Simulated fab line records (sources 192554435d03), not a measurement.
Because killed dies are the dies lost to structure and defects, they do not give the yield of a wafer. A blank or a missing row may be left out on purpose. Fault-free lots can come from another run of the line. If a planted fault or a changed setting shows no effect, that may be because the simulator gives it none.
Problem report, 8D (eight disciplines) form, completed by code -- flow n5_finfet -- the parts of the form that need people (team, actions taken, sign-off) are left out

1. WHAT WENT WRONG
exposure_dose_mJ_cm2 at N5_BEOL_M4_EXPOSE_25 reads a mean of 64.46 on 6 wafers of 2 lots; wafers without a fault read 62.87 with a standard deviation of 0.068. Measured from the usual mean, that is +23 standard deviations.
The step: exposes mask V3, defocus 5 nm.
First seen on wafer L970.3, day 12 05:19, on euv_scanner-02. At this step, 30 wafers from 10 lots have a number in the record. Rule for "out", or "out of limits": more than 4 standard deviations from the usual mean. The other wafers with a number count as sound.

2. WHAT IT IS; WHAT IT IS NOT
question,is,is not
which readings at this step,exposure_dose_mJ_cm2,-
which lots,"L970, L973","L954, L957, L961, L964, L965, L969, L975, L976"
which wafers of those lots,all that have a number,-
read on which tools,euv_scanner-02,euv_scanner-01
when,from day 12 05:19,"up to then (18 sound wafers); but 6 sound wafers of L975, L976 came after"

3. SUSPECTS, AND WHAT RULES EACH OUT
Counting: a tool at a process step up to the reading stays a suspect if it ran every lot that is out and no sound lot after the first of them.
- euv_scanner-02 at N5_BEOL_M4_EXPOSE_25 (exposes mask V3, defocus 5 nm): kept. It processed each lot that is out, first L970 at day 12 05:19, and no sound lot thereafter; up to then, the last sound lot it processed was L969 at day 12 03:39. Its own exposure_dose_mJ_cm2 readings are out on those wafers.
Remaining after the count: euv_scanner-02 at N5_BEOL_M4_EXPOSE_25.

4. THE CAUSE (what the simulator had put in)
Process parameter drift: euv_scanner-02, from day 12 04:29 on, at N5_BEOL_M4_EXPOSE_25. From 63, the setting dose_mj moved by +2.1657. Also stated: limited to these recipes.
The count eliminated every tool but this one.

5. THE EFFECT CHAIN, in route order
Each row: a reading whose mean over the struck wafers that have a number lies more than 3 standard deviations from the usual. Only readings whose record carries a usual standard deviation are examined. hours: median over the lots of the time between each lot's start at the first step of this table that gives one and its start at this step. sigmas: the change, counted in usual standard deviations.
hours,step,reading,usual,on struck wafers,change,sigmas
0,N5_BEOL_M4_EXPOSE_25,exposure_dose_mJ_cm2,62.87,64.46,+1.59,+23
Process steps it contains:
- N5_BEOL_M4_EXPOSE_25: exposes mask V3, defocus 5 nm.
Later steps that measure or inspect, where all struck wafers having a row at the step show a number for every such reading and not one has moved that far: N5_BEOL_M4_RC_MEAS_101.

6. WHAT WOULD HAVE CAUGHT IT SOONER
In this record the first reading out of limits was taken at day 12 05:19, 1 hour after the fault began at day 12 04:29.
